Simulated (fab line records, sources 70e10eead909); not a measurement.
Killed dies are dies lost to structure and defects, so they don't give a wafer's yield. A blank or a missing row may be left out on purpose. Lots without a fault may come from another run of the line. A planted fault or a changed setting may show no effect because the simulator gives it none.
Chamber matching | flow nand_harc | NHARC_A_STAIRCASE_DEP_325 on pecvd-02: 3 sister chambers
The step deposits SiO2, target thk 3800 nm. 16 wafers are shown with their chamber, then 8 later ones without.

WAFERS WITH THEIR CHAMBER
wafer  | chamber | heater_power_w (W)
L074.2 | 2       | 720
L074.5 | 0       | 687
L074.6 | 1       | 771
L075.1 | 1       | 850
L075.5 | 0       | 695
L075.6 | 2       | 646
L078.1 | 0       | 699
L078.5 | 2       | 654
L078.6 | 0       | 670
L082.1 | 2       | 767
L082.4 | 1       | 686
L082.6 | 2       | 681
L085.1 | 1       | 684
L085.5 | 2       | 688
L085.6 | 1       | 687
L088.1 | 1       | 826

SIGNATURES (means of the wafers above)
reading        | chamber 0 | chamber 1 | chamber 2 | scatter within a chamber
heater_power_w | 687.75    | 750.67    | 692.67    | 54.9
Rule: a wafer's distance from a chamber is the root of the sum, over the readings, of the square of ((its reading less the chamber's mean) divided by the reading's scatter). The wafer belongs to the nearest chamber; if the next one is less than 2 further off, it can't be placed. The scatter: the root of (the sum of the squares of (reading less its chamber's mean) over the shown wafers, divided by (wafers less chambers)).

WAFERS WITHOUT THEIR CHAMBER
wafer  | heater_power_w (W)
L088.2 | 668
L088.4 | 702
L094.1 | 716
L094.3 | 700
L094.4 | 706
L096.2 | 816
L096.4 | 637
L096.6 | 691

WHICH CHAMBER EACH WENT THROUGH
wafer  | from the rows above          | in truth
L088.2 | can't be placed: 0 or 2 or 1 | 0
L088.4 | can't be placed: 2 or 0 or 1 | 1
L094.1 | can't be placed: 2 or 0 or 1 | 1
L094.3 | can't be placed: 2 or 0 or 1 | 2
L094.4 | can't be placed: 2 or 0 or 1 | 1
L096.2 | can't be placed: 1 or 2 or 0 | 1
L096.4 | can't be placed: 0 or 2 or 1 | 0
L096.6 | can't be placed: 2 or 0 or 1 | 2
Placed correctly: 0 of 8. Can't be placed from these rows: 8 (the true chamber is among the candidates in 8). Placed wrongly: 0.
